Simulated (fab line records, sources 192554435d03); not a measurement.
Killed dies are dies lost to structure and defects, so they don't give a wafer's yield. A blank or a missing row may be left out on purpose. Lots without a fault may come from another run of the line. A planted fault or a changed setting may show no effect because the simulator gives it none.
A struck lot beside a sound one | flow n5_finfet | 16 steps out of a route of 1938
Sound: wafers L711.1, L711.3, L711.5. Struck: wafers L718.2, L718.3, L718.5. The cause comes at the end.
At each step with rows: each side's tool, then ch and its chambers, then its first start. Under that, the readings that differ: sound wafers | struck wafers | difference of the means | sigmas: that difference in standard deviations of wafers without a fault.
alike: readings whose means differ by less than 2 such deviations, and words and numbers that are the same on both sides. not compared: withheld readings, readings that some wafer has no value for, bounds like >300 that may hide the same value, and numbers for which the record gives no deviation and whose values overlap.
The two part at a step that has a row with sigmas, a row that says differs or no value, or rows on one side only. Numbers that don't overlap but have no deviation are shown without sigmas and don't part them. A reading that every wafer of one side lacks parts them only if that side has two wafers or more.

first, 8 steps without rows for these wafers: N5_BEOL_M14_COAT_58 (time 60 s, resist thk 89 nm); N5_BEOL_M14_COAT_04 (resist thk 800 nm); N5_BEOL_M14_EBR_06; N5_BEOL_M14_SOFTBAKE_05 (time 60 s); N5_BEOL_M14_EXPOSE_07 (exposes mask V13); N5_BEOL_M14_PEB_08 (peb time 90 s); N5_BEOL_M14_DEVELOP_09 (develop time 45 s); N5_BEOL_M14_HARDBAKE_14 (time 120 s).
N5_BEOL_M14_CD_MEAS_10: target cd 250 nm.
  sound on cd_sem-02 ch 0, day 17 10:32; struck on cd_sem-01 ch 0, day 18 22:17
  alike: cd_nm
N5_BEOL_M14_OVL_MEAS_11:
  sound on overlay-02 ch 0, day 17 10:34; struck on overlay-02 ch 0, day 18 22:19
  alike: V13_OVL
N5_BEOL_M14_INSPECT_12: inspects for defects (macro).
  sound on defect_inspect-01, day 17 10:35; struck on defect_inspect-01, day 18 22:20
  alike: raw_defect_count
N5_BEOL_M14_DESCUM_15: chemistry O2, time 7.9 s.
  sound on rie_diel-01 ch 1,3, day 17 10:37; struck on rie_diel-04 ch 0,1, day 18 22:24
  alike: drypump_motor_current_A, oes_product_au, rf_fwd_power_W, rf_vpp_V, showerhead_plenum_p_Torr, throttle_valve_pct
  not compared: rf_hours_counter_h
N5_BEOL_M14_ETCH_59: etches BARC in N2/H2, target depth 89 nm, overetch 26.7 nm, time 67.9 s.
  sound on rie_diel-01 ch 1,3, day 17 10:40; struck on rie_diel-04 ch 0,1, day 18 22:26
  no value came back on the struck wafers for any of 9 readings (bias_w (W), chamber_pressure_mTorr (mTorr) and others); on the sound wafers bias_w (W) reads 149.9 149.0 149.2
  reading                                    | sound           | struck            | difference | sigmas
  model.coat_of_BEOL_M14_COAT_04.thk_nm (nm) | 718.2 718.8 720 | 782.2 782.8 784.4 | +64.1      |
  not compared: rf_hours_counter_h
N5_BEOL_M14_VIA_ETCH_16: etches SiO2 in C4F8/O2/Ar, target depth 1231.3 nm.
  sound on rie_diel-01 ch 1,3, day 17 10:43; struck on rie_diel-04 ch 0,1, day 18 22:29
  reading                                    | sound             | struck            | difference | sigmas
  throttle_valve_pct (%)                     | 30.42 30.80 30.41 | 31.32 30.86 31.34 | +0.63      | +2
  model.coat_of_BEOL_M14_COAT_04.thk_nm (nm) | 462 449.8 459.8   | 515 514.4 508.4   | +55        |
  alike: C4F8_flow_sccm, O2_flow_sccm, drypump_motor_current_A, oes_product_au, rf_fwd_power_W, rf_vpp_V, showerhead_plenum_p_Torr
N5_BEOL_M14_STRIP_63: strips in O2.
  sound on rie_diel-01 ch 1,3; struck on rie_diel-04 ch 0,1
  alike: drypump_motor_current_A, oes_product_au, rf_vpp_V, showerhead_plenum_p_Torr, throttle_valve_pct
  not compared: rf_hours_counter_h
N5_PASSIVATION_PROBE_49:
  sound on prober-01, day 18 11:26; struck on prober-01, day 19 21:33
  alike: defect_limited_yield, killed_at_M0_to_M3, killed_at_M4_up, killed_at_contacts, killed_at_front_end, killed_at_other, killed_dies, killed_open, killed_short, sort_bin_5_function, sort_bin_6_memory, sort_n_pass, sort_yield_pct

WHERE THEY PART
First at N5_BEOL_M14_ETCH_59; last, within this record, at N5_BEOL_M14_VIA_ETCH_16. Later steps at which nothing parts them and some readings are alike: N5_BEOL_M14_STRIP_63, N5_PASSIVATION_PROBE_49.

WHY: what the simulator had put in
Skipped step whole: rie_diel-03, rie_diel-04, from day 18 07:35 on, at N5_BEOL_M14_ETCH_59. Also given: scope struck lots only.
